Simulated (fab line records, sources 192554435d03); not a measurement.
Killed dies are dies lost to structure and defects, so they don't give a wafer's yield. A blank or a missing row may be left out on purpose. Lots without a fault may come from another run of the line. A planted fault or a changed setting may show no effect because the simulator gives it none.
Which tool did it? | flow n5_finfet | 11 lots, 33 wafers sampled, at 2 steps of a route of 1938

WHAT THE GAUGES READ, wafer by wafer
N5_BEOL_M5_CD_MEAS_11: target cd 27.74 nm.
lot  | measured     | on        | cd_nm (nm)
L786 | day 9 08:41  | cd_sem-03 | 28.21 27.89 28.32
L789 | day 9 17:02  | cd_sem-01 | 28.39 28.23 28.19
L790 | day 10 09:03 | cd_sem-03 | 27.84 28.29 28.04
L792 | day 10 15:14 | cd_sem-01 | 27.96 28.23 28.06
L795 | day 11 13:27 | cd_sem-01 | 27.91 28.09 28.20
L796 | day 11 20:02 | cd_sem-01 | 27.81 28.28 27.91
L797 | day 12 05:32 | cd_sem-03 | 28.19 27.98 28.22
L802 | day 13 04:42 | cd_sem-03 | 28.25 28.48 28.39
L806 | day 14 05:22 | cd_sem-02 | 28.07 28.16 27.92
L808 | day 14 20:03 | cd_sem-02 | 28.10 27.96 28.25
L809 | day 15 09:01 | cd_sem-01 | 28.03 27.92 27.77

WHICH TOOL RAN EACH LOT (tool, then ch and the chambers of the sampled wafers, then the start)
lot  | N5_BEOL_M4_SPUTTER_94
L786 | pvd_sputter-02, day 9 04:59
L789 | pvd_sputter-02, day 9 10:43
L790 | pvd_sputter-01, day 10 04:26
L792 | pvd_sputter-01, day 10 11:47
L795 | pvd_sputter-02, day 11 07:50
L796 | pvd_sputter-01, day 11 15:37
L797 | pvd_sputter-03, day 11 23:13
L802 | pvd_sputter-03, day 13 00:18
L806 | pvd_sputter-01, day 14 02:00
L808 | pvd_sputter-01, day 14 14:20
L809 | pvd_sputter-01, day 15 04:52
- N5_BEOL_M4_SPUTTER_94: material Cu, target thk 4.5 nm, time 8.29 s.

THE ANSWER, worked out from the rows above alone
Rule: what is usual is taken from the lots themselves. Put in order of their means at a reading, lots are off if they are a third of the lots or fewer, leave a main group of 4 or more, and stand apart from it by a gap of 3 or more times the standard deviation of the main group's means; of several such gaps the widest counts. A main group whose means are all the same, to the digits that the tables above print for the reading, isn't used. A lot without any number at a reading at which 4 lots or more have one is off too. The other lots that the step has rows for count as sound.
No lot is off at any reading shown: from this, nothing can be told.

WHAT THE SIMULATOR HAD PUT IN
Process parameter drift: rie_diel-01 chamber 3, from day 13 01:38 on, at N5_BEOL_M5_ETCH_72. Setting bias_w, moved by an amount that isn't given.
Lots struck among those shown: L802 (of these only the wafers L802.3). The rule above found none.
